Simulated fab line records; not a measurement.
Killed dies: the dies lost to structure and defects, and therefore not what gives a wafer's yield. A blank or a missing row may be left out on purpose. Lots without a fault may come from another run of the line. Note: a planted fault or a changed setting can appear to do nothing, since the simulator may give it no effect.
Chamber matching / flow n5 finfet / rie diel-05 running N5_BEOL_M10_VIA_ETCH_34: 4 sister chambers
The step etches SiCOH lowk in C4F6/O2, target depth 184.5 nm, time 69.2 s. 22 wafers are shown with their chamber, then 11 later ones without.

EACH WAFER AND ITS CHAMBER
wafer=L077.1; chamber=1; showerhead plenum p Torr (Torr)=2.69; rf vpp V (V)=675; throttle valve pct (%)=20.84
wafer=L077.2; chamber=0; showerhead plenum p Torr (Torr)=2.97; rf vpp V (V)=672; throttle valve pct (%)=20.98
wafer=L077.3; chamber=3; showerhead plenum p Torr (Torr)=2.80; rf vpp V (V)=672; throttle valve pct (%)=20.83
wafer=L077.4; chamber=2; showerhead plenum p Torr (Torr)=3.03; rf vpp V (V)=655; throttle valve pct (%)=20.62
wafer=L077.5; chamber=1; showerhead plenum p Torr (Torr)=2.69; rf vpp V (V)=674; throttle valve pct (%)=20.85
wafer=L077.6; chamber=2; showerhead plenum p Torr (Torr)=3.03; rf vpp V (V)=657; throttle valve pct (%)=20.64
wafer=L078.1; chamber=2; showerhead plenum p Torr (Torr)=3.03; rf vpp V (V)=657; throttle valve pct (%)=20.63
wafer=L078.3; chamber=1; showerhead plenum p Torr (Torr)=2.69; rf vpp V (V)=674; throttle valve pct (%)=20.86
wafer=L078.6; chamber=2; showerhead plenum p Torr (Torr)=3.03; rf vpp V (V)=656; throttle valve pct (%)=20.63
wafer=L079.3; chamber=2; showerhead plenum p Torr (Torr)=3.03; rf vpp V (V)=655; throttle valve pct (%)=20.63
wafer=L079.4; chamber=0; showerhead plenum p Torr (Torr)=2.97; rf vpp V (V)=671; throttle valve pct (%)=20.98
wafer=L079.6; chamber=0; showerhead plenum p Torr (Torr)=2.97; rf vpp V (V)=670; throttle valve pct (%)=20.97
wafer=L081.1; chamber=1; showerhead plenum p Torr (Torr)=2.69; rf vpp V (V)=675; throttle valve pct (%)=20.86
wafer=L081.2; chamber=0; showerhead plenum p Torr (Torr)=2.96; rf vpp V (V)=671; throttle valve pct (%)=21.00
wafer=L081.3; chamber=2; showerhead plenum p Torr (Torr)=3.03; rf vpp V (V)=656; throttle valve pct (%)=20.64
wafer=L081.4; chamber=3; showerhead plenum p Torr (Torr)=2.79; rf vpp V (V)=672; throttle valve pct (%)=20.83
wafer=L081.5; chamber=2; showerhead plenum p Torr (Torr)=3.03; rf vpp V (V)=656; throttle valve pct (%)=20.65
wafer=L081.6; chamber=1; showerhead plenum p Torr (Torr)=2.69; rf vpp V (V)=674; throttle valve pct (%)=20.85
wafer=L087.2; chamber=0; showerhead plenum p Torr (Torr)=2.96; rf vpp V (V)=672; throttle valve pct (%)=21.02
wafer=L087.5; chamber=1; showerhead plenum p Torr (Torr)=2.68; rf vpp V (V)=675; throttle valve pct (%)=20.87
wafer=L087.6; chamber=0; showerhead plenum p Torr (Torr)=2.96; rf vpp V (V)=670; throttle valve pct (%)=20.99
wafer=L089.1; chamber=2; showerhead plenum p Torr (Torr)=3.02; rf vpp V (V)=656; throttle valve pct (%)=20.67

SIGNATURES, as means of the wafers listed above
reading=showerhead plenum p Torr; chamber 0=2.9650; chamber 1=2.6883; chamber 2=3.0287; chamber 3=2.7950; scatter within a chamber=0.00454
reading=rf vpp V; chamber 0=671.00; chamber 1=674.50; chamber 2=656.00; chamber 3=672.00; scatter within a chamber=0.726
reading=throttle valve pct; chamber 0=20.9900; chamber 1=20.8550; chamber 2=20.6388; chamber 3=20.8300; scatter within a chamber=0.0146
Rule: distance of a wafer from a chamber = root of the sum over the readings of ((wafer's reading minus chamber's mean) / reading's scatter) squared. The wafer belongs to the nearest chamber; if the next one is less than 2 further off, it can't be placed. The scatter: the root of (the sum of the squares of (reading less its chamber's mean) over the shown wafers, divided by (wafers less chambers)).

WAFERS WHOSE CHAMBER IS MISSING
wafer=L089.2; showerhead plenum p Torr (Torr)=2.79; rf vpp V (V)=672; throttle valve pct (%)=20.52
wafer=L089.3; showerhead plenum p Torr (Torr)=2.95; rf vpp V (V)=672; throttle valve pct (%)=21.00
wafer=L089.4; showerhead plenum p Torr (Torr)=3.02; rf vpp V (V)=656; throttle valve pct (%)=20.66
wafer=L089.5; showerhead plenum p Torr (Torr)=2.95; rf vpp V (V)=671; throttle valve pct (%)=21.00
wafer=L089.6; showerhead plenum p Torr (Torr)=2.79; rf vpp V (V)=673; throttle valve pct (%)=20.52
wafer=L093.1; showerhead plenum p Torr (Torr)=2.95; rf vpp V (V)=669; throttle valve pct (%)=21.01
wafer=L093.2; showerhead plenum p Torr (Torr)=2.79; rf vpp V (V)=674; throttle valve pct (%)=20.51
wafer=L093.5; showerhead plenum p Torr (Torr)=3.02; rf vpp V (V)=656; throttle valve pct (%)=20.68
wafer=L092.2; showerhead plenum p Torr (Torr)=3.02; rf vpp V (V)=656; throttle valve pct (%)=20.68
wafer=L092.4; showerhead plenum p Torr (Torr)=2.78; rf vpp V (V)=673; throttle valve pct (%)=20.52
wafer=L092.6; showerhead plenum p Torr (Torr)=3.02; rf vpp V (V)=657; throttle valve pct (%)=20.67

WHICH CHAMBER EACH WENT THROUGH
wafer=L089.2; from the rows above=3; in truth=3
wafer=L089.3; from the rows above=0; in truth=0
wafer=L089.4; from the rows above=2; in truth=2
wafer=L089.5; from the rows above=0; in truth=0
wafer=L089.6; from the rows above=3; in truth=3
wafer=L093.1; from the rows above=0; in truth=0
wafer=L093.2; from the rows above=3; in truth=3
wafer=L093.5; from the rows above=2; in truth=2
wafer=L092.2; from the rows above=2; in truth=2
wafer=L092.4; from the rows above=3; in truth=3
wafer=L092.6; from the rows above=2; in truth=2
11 of 11 placed correctly. From these rows, 0 cannot be placed. Number placed wrongly: 0.
